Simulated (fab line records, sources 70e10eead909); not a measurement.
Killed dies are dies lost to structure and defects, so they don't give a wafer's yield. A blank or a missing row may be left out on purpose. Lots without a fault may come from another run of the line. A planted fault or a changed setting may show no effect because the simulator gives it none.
Chamber matching | flow nand_harc | NHARC_A_DECK1_JOINT_ETCHBACK_00 on rie_si-06: 4 sister chambers
The step etches the open film in HBr, target depth 30 nm, time 17.4 s. 27 wafers are shown with their chamber, then 12 later ones without.

WAFERS WITH THEIR CHAMBER
wafer  | chamber | oes_product_au (a.u.) | throttle_valve_pct (%)
L080.2 | 3       | 1.001                 | 23.263
L080.4 | 1       | 1.001                 | 23.277
L080.5 | 0       | 1.000                 | 23.266
L080.1 | 0       | 1.012                 | 23.258
L080.3 | 2       | 1.025                 | 23.279
L080.6 | 3       | 1.011                 | 23.283
L081.2 | 0       | 0.992                 | 23.281
L081.4 | 2       | 1.029                 | 23.271
L081.5 | 2       | 1.015                 | 23.261
L083.1 | 0       | 1.004                 | 23.274
L083.4 | 2       | 1.007                 | 23.245
L083.6 | 0       | 0.994                 | 23.266
L083.2 | 1       | 0.998                 | 23.244
L083.3 | 3       | 0.992                 | 23.275
L083.5 | 1       | 0.995                 | 23.247
L086.2 | 1       | 1.001                 | 23.255
L086.4 | 3       | 0.980                 | 23.268
L086.6 | 0       | 1.000                 | 23.272
L088.3 | 2       | 1.013                 | 23.260
L088.5 | 2       | 1.009                 | 23.288
L088.6 | 3       | 0.994                 | 23.270
L088.1 | 3       | 0.988                 | 23.260
L088.2 | 1       | 0.985                 | 23.274
L088.4 | 0       | 0.997                 | 23.263
L091.1 | 0       | 1.005                 | 23.262
L091.4 | 1       | 0.992                 | 23.280
L091.5 | 0       | 1.010                 | 23.268

SIGNATURES (means of the wafers above)
reading            | chamber 0 | chamber 1 | chamber 2 | chamber 3 | scatter within a chamber
oes_product_au     | 1.00156   | 0.99533   | 1.01633   | 0.99433   | 0.00814
throttle_valve_pct | 23.26778  | 23.26283  | 23.26733  | 23.26983  | 0.0118
Rule: a wafer's distance from a chamber is the root of the sum, over the readings, of the square of ((its reading less the chamber's mean) divided by the reading's scatter). The wafer belongs to the nearest chamber; if the next one is less than 2 further off, it can't be placed. The scatter: the root of (the sum of the squares of (reading less its chamber's mean) over the shown wafers, divided by (wafers less chambers)).

WAFERS WITHOUT THEIR CHAMBER
wafer  | oes_product_au (a.u.) | throttle_valve_pct (%)
L091.2 | 1.010                 | 23.261
L091.3 | 1.003                 | 23.257
L091.6 | 0.993                 | 23.265
L095.2 | 1.015                 | 23.267
L095.3 | 0.985                 | 23.259
L095.6 | 0.996                 | 23.264
L095.1 | 1.003                 | 23.260
L095.4 | 0.995                 | 23.282
L095.5 | 1.006                 | 23.267
L096.4 | 1.014                 | 23.263
L096.5 | 0.991                 | 23.271
L096.6 | 0.990                 | 23.268

WHICH CHAMBER EACH WENT THROUGH
wafer  | from the rows above               | in truth
L091.2 | can't be placed: 2 or 0 or 1 or 3 | 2
L091.3 | can't be placed: 0 or 1 or 3 or 2 | 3
L091.6 | can't be placed: 1 or 3 or 0      | 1
L095.2 | can't be placed: 2 or 0           | 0
L095.3 | can't be placed: 1 or 3 or 0      | 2
L095.6 | can't be placed: 1 or 3 or 0      | 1
L095.1 | can't be placed: 0 or 1 or 3 or 2 | 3
L095.4 | can't be placed: 3 or 0 or 1 or 2 | 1
L095.5 | can't be placed: 0 or 2 or 1 or 3 | 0
L096.4 | can't be placed: 2 or 0 or 1      | 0
L096.5 | can't be placed: 3 or 1 or 0      | 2
L096.6 | can't be placed: 3 or 1 or 0      | 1
Placed correctly: 0 of 12. Can't be placed from these rows: 12 (the true chamber is among the candidates in 10). Placed wrongly: 0.
